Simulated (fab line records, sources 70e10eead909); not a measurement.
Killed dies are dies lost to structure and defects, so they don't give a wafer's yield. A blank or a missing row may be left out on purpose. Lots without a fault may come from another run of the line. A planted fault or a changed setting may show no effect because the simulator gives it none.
Problem report in the 8D (eight disciplines) form, filled by code | flow nand_harc | the parts of the form that need people (team, actions taken, sign-off) are left out

1. THE PROBLEM
cd_nm at NHARC_P_CONTACT_CD_MEAS_12 reads a mean of 108.4 nm on 6 wafers of 2 lots; wafers without a fault read 89.7 nm with a standard deviation of 0.72. That is +26 standard deviations from the usual mean.
The step: target cd 90 nm.
First seen on wafer L668.1, day 10 02:48, on cd_sem-03. The record holds 39 wafers of 13 lots with a number at this step. Rule for "out", or "out of limits": more than 4 standard deviations from the usual mean. The other wafers with a number count as sound.

2. WHAT IT IS AND WHAT IT IS NOT
question                    | is                     | is not
which readings at this step | cd_nm                  | -
which lots                  | L668, L670             | L649, L653, L654, L655, L658, L659, L660, L661, L662, L664, L669
which wafers of those lots  | all that have a number | -
read on which gauges        | cd_sem-02, cd_sem-03   | cd_sem-01
when                        | from day 10 02:48      | up to then (30 sound wafers); but 3 sound wafers of L669 came after

3. SUSPECTS, AND WHAT RULES EACH OUT
Counting: a tool at a process step up to the reading stays a suspect if it ran every lot that is out and no sound lot after the first of them.
- the gauge at NHARC_P_CONTACT_CD_MEAS_12: ruled out. The wafers that are out were read on 2 gauges (cd_sem-02, cd_sem-03).
- pecvd-01 at NHARC_P_CONTACT_DEP_00 (deposits SiO2, target thk 500 nm): kept. It ran every lot that is out, first L668 (day 10 01:58), and no sound lot after that; its last sound lot up to then is L664 (day 9 08:23). NHARC_P_CONTACT_DEP_00 gives no start for some lots, so the hours and the order of its lots are those of NHARC_P_CONTACT_CMP_01.
- cmp-03 at NHARC_P_CONTACT_CMP_01 (polishes SiO2, target thk 200 nm): kept. It ran every lot that is out, first L668 (day 10 01:58), and no sound lot after that; its last sound lot up to then is L664 (day 9 08:23).
- litho_track-01 at NHARC_P_CONTACT_PEB_10 (peb time 65 s): kept. It ran every lot that is out, first L668 (day 10 02:43), and no sound lot after that; its last sound lot up to then is L664 (day 9 09:05). Its own readings are out on those wafers: heater_power_total_W, plate_temp_C.
Left after counting: pecvd-01 at NHARC_P_CONTACT_DEP_00, cmp-03 at NHARC_P_CONTACT_CMP_01, litho_track-01 at NHARC_P_CONTACT_PEB_10.

4. THE CAUSE (what the simulator had put in)
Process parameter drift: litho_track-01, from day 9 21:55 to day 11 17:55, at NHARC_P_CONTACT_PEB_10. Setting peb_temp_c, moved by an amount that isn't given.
Counting left 3 suspects, and this tool is among them.

5. THE CHAIN OF EFFECTS, in route order
Each row: a reading whose mean over the struck wafers that have a number lies more than 3 standard deviations from the usual. Only readings for which the record gives a usual standard deviation are gone through. hours: the time from each lot's start at the first step in this table that gives one to its start at this step, as a median over the lots. sigmas: the change in usual standard deviations.
hours | step                       | reading              | usual    | on struck wafers | change | sigmas
0     | NHARC_P_CONTACT_PEB_10     | heater_power_total_W | 156.6 W  | 168.9            | +12.3  | +29
0     | NHARC_P_CONTACT_PEB_10     | plate_temp_C         | 100.01 C | 105.54           | +5.53  | +43
0     | NHARC_P_CONTACT_CD_MEAS_12 | cd_nm                | 89.7 nm  | 108.4            | +18.7  | +26
330   | NHARC_END_SORT_01          | killed_at_periphery  | 3.8      | 456.5            | +452.7 | +99 or more
330   | NHARC_END_SORT_01          | killed_dies          | 33       | 487              | +454   | +50
The process steps in it:
- NHARC_P_CONTACT_PEB_10: peb time 65 s.
Later measuring or inspecting steps at which every struck wafer that the step has a row for has a number for every such reading, and none has moved that far: NHARC_P_CONTACT_INSPECT_14.

6. WHAT WOULD HAVE CAUGHT IT SOONER
In this record the first reading out of limits at a measuring or inspecting step was taken at day 10 02:48, 5 hours after the fault began at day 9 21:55.
The tool's own readings at NHARC_P_CONTACT_PEB_10 were out on every struck wafer that the step has a row for (heater_power_total_W, plate_temp_C): an alarm limit on them would have fired on the first of those.
Of the lots that are out (2), L670 began NHARC_P_CONTACT_PEB_10 on litho_track-01 after day 10 02:48. A hold on the tool at that time would have spared it.
